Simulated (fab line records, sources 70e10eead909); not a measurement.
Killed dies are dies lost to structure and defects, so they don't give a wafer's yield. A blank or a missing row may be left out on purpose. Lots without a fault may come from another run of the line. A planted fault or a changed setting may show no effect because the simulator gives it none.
Chamber matching | flow nand_harc | NHARC_A_CHANNEL_FILL_D1_ALD_14 on ald_hk-04: 4 sister chambers
The step deposits SiO2, target thk 2.5 nm, pulse time 10 s, ald cycles 25. 14 wafers are shown with their chamber, then 7 later ones without.

WAFERS WITH THEIR CHAMBER
wafer  | chamber | heater_power_w (W) | precursor_pulse_height_rel
L508.1 | 3       | 488                | 0.994
L508.4 | 2       | 480                | 1.042
L508.5 | 2       | 482                | 0.987
L516.3 | 1       | 415                | 0.991
L516.4 | 3       | 493                | 0.972
L516.6 | 3       | 480                | 1.024
L520.1 | 1       | 413                | 1.012
L520.2 | 2       | 464                | 0.983
L520.3 | 3       | 489                | 0.999
L525.2 | 3       | 491                | 1.010
L525.4 | 2       | 490                | 0.981
L525.6 | 0       | 473                | 1.002
L526.1 | 0       | 483                | 0.987
L526.2 | 3       | 489                | 1.008

SIGNATURES (means of the wafers above)
reading                    | chamber 0 | chamber 1 | chamber 2 | chamber 3 | scatter within a chamber
heater_power_w             | 478.00    | 414.00    | 479.00    | 488.33    | 7.12
precursor_pulse_height_rel | 0.99450   | 1.00150   | 0.99825   | 1.00117   | 0.0211
Rule: a wafer's distance from a chamber is the root of the sum, over the readings, of the square of ((its reading less the chamber's mean) divided by the reading's scatter). The wafer belongs to the nearest chamber; if the next one is less than 2 further off, it can't be placed. The scatter: the root of (the sum of the squares of (reading less its chamber's mean) over the shown wafers, divided by (wafers less chambers)).

WAFERS WITHOUT THEIR CHAMBER
wafer  | heater_power_w (W) | precursor_pulse_height_rel
L526.5 | 478                | 0.995
L529.1 | 486                | 1.034
L529.4 | 490                | 1.004
L529.6 | 488                | 0.971
L530.1 | 420                | 1.008
L530.3 | 475                | 0.976
L530.5 | 415                | 0.983

WHICH CHAMBER EACH WENT THROUGH
wafer  | from the rows above          | in truth
L526.5 | can't be placed: 0 or 2 or 3 | 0
L529.1 | can't be placed: 3 or 2 or 0 | 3
L529.4 | can't be placed: 3 or 2 or 0 | 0
L529.6 | can't be placed: 3 or 0 or 2 | 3
L530.1 | 1                            | 1
L530.3 | can't be placed: 0 or 2 or 3 | 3
L530.5 | 1                            | 1
Placed correctly: 2 of 7. Can't be placed from these rows: 5 (the true chamber is among the candidates in 5). Placed wrongly: 0.
